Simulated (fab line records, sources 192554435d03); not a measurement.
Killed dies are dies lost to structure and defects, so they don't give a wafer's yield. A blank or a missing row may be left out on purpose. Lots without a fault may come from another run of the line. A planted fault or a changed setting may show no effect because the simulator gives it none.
Split-lot experiment | flow n5_finfet | 7 lots, 39 wafers read, on a route of 1938 steps

THE SPLIT
At N5_BEOL_M12_ILD_DEP_00 (deposits SiOC from DEMS/O2, target thk 658.92 nm, time 130.7 s), the setting time_s was moved away from the recipe's 130.7 s on 12 of the 39 wafers read, by -53.4% to +38.1%. The other wafers ran this setting at the recipe's value.

FROM THE SPLIT TO THE READING: what the file shows between them, 6 steps
- N5_BEOL_M12_THK_MEAS_01
- N5_BEOL_M12_COAT_58: time 60 s, resist thk 89 nm
- N5_BEOL_M12_COAT_04: resist thk 400 nm
- N5_BEOL_M12_DESCUM_15: chemistry O2, time 7.9 s
- N5_BEOL_M12_ETCH_59: etches BARC in N2/H2, target depth 89 nm, overetch 26.7 nm, time 67.9 s
- N5_BEOL_M12_VIA_ETCH_16: etches SiOC in C4F8/O2/Ar, target depth 724.8 nm

THE READING
oes_product_au, in a.u., at N5_BEOL_M12_STRIP_63 (strips in N2/H2). Fault-free wafers of this fab line usually give 0.692 a.u., standard deviation 0.0049 a.u..

wafer  | tool, chamber at the split | time_s as run, s | against the recipe | oes_product_au, a.u. | against lot-mates on the recipe
L075.1 | pecvd-01, 1                | 60.96            | -53.4%             | 0.830                | +0.139
L075.2 | pecvd-01, 0                | 130.7            | recipe             | 0.691                | -
L075.3 | pecvd-01, 2                | 60.96            | -53.4%             | 0.834                | +0.143
L075.4 | pecvd-01, 2                | 60.96            | -53.4%             | 0.838                | +0.147
L075.5 | pecvd-01, 0                | 130.7            | recipe             | 0.686                | -
L075.6 | pecvd-01, 1                | 130.7            | recipe             | 0.695                | -
L079.1 | pecvd-02, 1                | 130.7            | recipe             | 0.686                | -
L079.2 | pecvd-02, 2,0              | 130.7            | recipe             | 0.695                | -
L079.3 | pecvd-02, 2,0              | 130.7            | recipe             | 0.690                | -
L079.4 | pecvd-02, 0                | 84.32            | -35.5%             | 0.753                | +0.063
L079.5 | pecvd-02, 1                | 84.32            | -35.5%             | 0.753                | +0.063
L079.6 | pecvd-02, 2                | 84.32            | -35.5%             | 0.733                | +0.043
L074.2 | pecvd-03, 2                | 130.7            | recipe             | 0.695                | -
L074.3 | pecvd-03, 0                | 130.7            | recipe             | 0.691                | -
L074.5 | pecvd-03, 1                | 130.7            | recipe             | 0.692                | -
L082.1 | pecvd-03, 0                | 130.7            | recipe             | 0.696                | -
L082.2 | pecvd-03, 2                | 130.7            | recipe             | 0.690                | -
L082.3 | pecvd-03, 1                | 130.7            | recipe             | 0.696                | -
L082.4 | pecvd-03, 0                | 130.7            | recipe             | 0.683                | -
L082.5 | pecvd-03, 2                | 130.7            | recipe             | 0.693                | -
L082.6 | pecvd-03, 1                | 130.7            | recipe             | 0.702                | -
L086.1 | pecvd-01, 2                | 130.7            | recipe             | 0.685                | -
L086.2 | pecvd-01, 1                | 105              | -19.7%             | 0.697                | +0.007
L086.3 | pecvd-01, 0                | 105              | -19.7%             | 0.705                | +0.015
L086.4 | pecvd-01, 1                | 130.7            | recipe             | 0.695                | -
L086.5 | pecvd-01, 2                | 130.7            | recipe             | 0.691                | -
L086.6 | pecvd-01, 0                | 105              | -19.7%             | 0.707                | +0.017
L095.1 | pecvd-03, 2                | 130.7            | recipe             | 0.694                | -
L095.2 | pecvd-03, 0                | 130.7            | recipe             | 0.684                | -
L095.3 | pecvd-03, 1                | 130.7            | recipe             | 0.707                | -
L095.4 | pecvd-03, 2                | 130.7            | recipe             | 0.693                | -
L095.5 | pecvd-03, 1                | 130.7            | recipe             | 0.695                | -
L095.6 | pecvd-03, 0                | 130.7            | recipe             | 0.687                | -
L097.1 | pecvd-03, 0                | 130.7            | recipe             | 0.684                | -
L097.2 | pecvd-03, 1                | 180.5            | +38.1%             | 0.669                | -0.019
L097.3 | pecvd-03, 2                | 130.7            | recipe             | 0.689                | -
L097.4 | pecvd-03, 2                | 130.7            | recipe             | 0.692                | -
L097.5 | pecvd-03, 1                | 180.5            | +38.1%             | 0.661                | -0.027
L097.6 | pecvd-03, 0                | 180.5            | +38.1%             | 0.658                | -0.030
Where a row lists several chambers, the file gives one row for several wafers and doesn't say which wafer went through which chamber.

THE FIT
A straight line over all 39 wafers: oes_product_au changes by -0.00178 a.u. for each +1% of time_s; r = -0.89; the points scatter about the line by 0.019 a.u..
The same after taking each lot's own level away (the mean of its wafers on the recipe; 39 wafers): -0.00177 a.u. for each +1%; r = -0.89; scatter 0.02 a.u..
On that fit, the largest move of time_s shifts the reading by 0.094 a.u..
The lots' own levels span 0.6883 to 0.6933 a.u., that is 1.0 times the standard deviation above.
So the lot-to-lot level changes the slope little: the two slopes agree.
Check: with one of the wafers moved furthest among these (-53.4%) left out of the fit, the line predicts +0.0914 a.u. for it against its lot-mates. It came out at +0.139 a.u. against them.

OTHER SPLITS ON THESE WAFERS
These wafers also went through other splits before the reading. Each is held against what the fit with the lots' levels taken away leaves over:
other split on the same wafers | wafers away from the commonest value | r with oes_product_au (lot level and that fit taken away)
N5_BEOL_M8_DESCUM_33 time_s    | 9                                    | -0.02

THE WHOLE CHAIN: every reading that the file lists as answering this split, in the file's order
step                    | what it does                                                   | reading                                                                             | change (the file's fit)                   | r (the file's)
N5_BEOL_M12_ILD_DEP_00  | deposits SiOC from DEMS/O2, target thk 658.92 nm, time 130.7 s | SiOC_of_BEOL_M12_ILD_DEP_00.thk_nm (the simulator's own value, which no gauge read) | +6.52 nm for each +1% of the setting      | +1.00
N5_BEOL_M12_THK_MEAS_01 |                                                                | M12_ILD_THK                                                                         | +6.51 for each +1% of the setting         | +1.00
N5_BEOL_M12_VIA_ETCH_16 | etches SiOC in C4F8/O2/Ar, target depth 724.8 nm               | etch.depth_nm (the simulator's own value, which no gauge read)                      | +6.52 nm for each +1% of the setting      | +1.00
N5_BEOL_M12_VIA_ETCH_16 | etches SiOC in C4F8/O2/Ar, target depth 724.8 nm               | coat_of_BEOL_M12_COAT_04.thk_nm (the simulator's own value, which no gauge read)    | -1.93 nm for each +1% of the setting      | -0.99
N5_BEOL_M12_STRIP_63    | strips in N2/H2                                                | oes_product_au                                                                      | -0.00183 a.u. for each +1% of the setting | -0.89
N5_BEOL_M12_STRIP_63    | strips in N2/H2                                                | strip_time_to_endpoint_s                                                            | withheld for each +1% of the setting      | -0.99

THE FILE'S OWN FIT
oes_product_au changes by -0.00183 a.u. for each +1% of time_s, r = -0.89.
